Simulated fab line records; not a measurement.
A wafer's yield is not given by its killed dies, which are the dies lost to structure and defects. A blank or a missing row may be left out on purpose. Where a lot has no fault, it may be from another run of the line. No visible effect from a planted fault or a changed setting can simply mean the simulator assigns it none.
Chamber matching :: flow nand_harc :: NHARC_A_STAIRCASE_CMP_152 on cmp-04: 4 sister chambers
The step polishes. 4 wafers are shown with their chamber, then 8 later ones without.

== EACH WAFER AND ITS CHAMBER ==
wafer: L086.2
chamber: 0
motor_current_A (A): 11.1

wafer: L085.1
chamber: 3
motor_current_A (A): 12.2

wafer: L085.3
chamber: 1
motor_current_A (A): 11.8

wafer: L089.2
chamber: 2
motor_current_A (A): 13.4

== WAFERS MISSING THEIR CHAMBER ==
wafer: L089.4
motor_current_A (A): 12.2

wafer: L089.5
motor_current_A (A): 12.5

wafer: L095.2
motor_current_A (A): 11.1

wafer: L095.4
motor_current_A (A): 14.0

wafer: L095.6
motor_current_A (A): 14.1

wafer: L097.2
motor_current_A (A): 12.5

wafer: L097.4
motor_current_A (A): 12.2

wafer: L097.6
motor_current_A (A): 12.4

== CHAMBER TAKEN BY EACH ==
wafer: L089.4
from the rows above: can't be placed: 3 or 1
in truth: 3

wafer: L089.5
from the rows above: can't be placed: 3 or 1 or 2
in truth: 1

wafer: L095.2
from the rows above: can't be placed: 0 or 1
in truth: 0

wafer: L095.4
from the rows above: 2
in truth: 2

wafer: L095.6
from the rows above: 2
in truth: 2

wafer: L097.2
from the rows above: can't be placed: 3 or 1 or 2
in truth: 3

wafer: L097.4
from the rows above: can't be placed: 3 or 1
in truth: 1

wafer: L097.6
from the rows above: can't be placed: 3 or 1
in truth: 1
2 of 8 placed correctly. Can't be placed from these rows: 6 (the true chamber is among the candidates in 6). 0 placed wrongly.
How it was worked out, from the rows above alone: a wafer's distance from a chamber is the root of the sum, over the readings, of the square of ((its reading less the chamber's mean) divided by the reading's scatter). If the next closest chamber is less than 2 further off than the closest, the wafer can't be placed; otherwise it belongs to the closest. For every chamber, the mean is computed from those of its wafers that are shown. The scatter (one wafer shown for each chamber): square how far every hidden wafer sits from the nearest shown wafer, average those squares and take the square root.
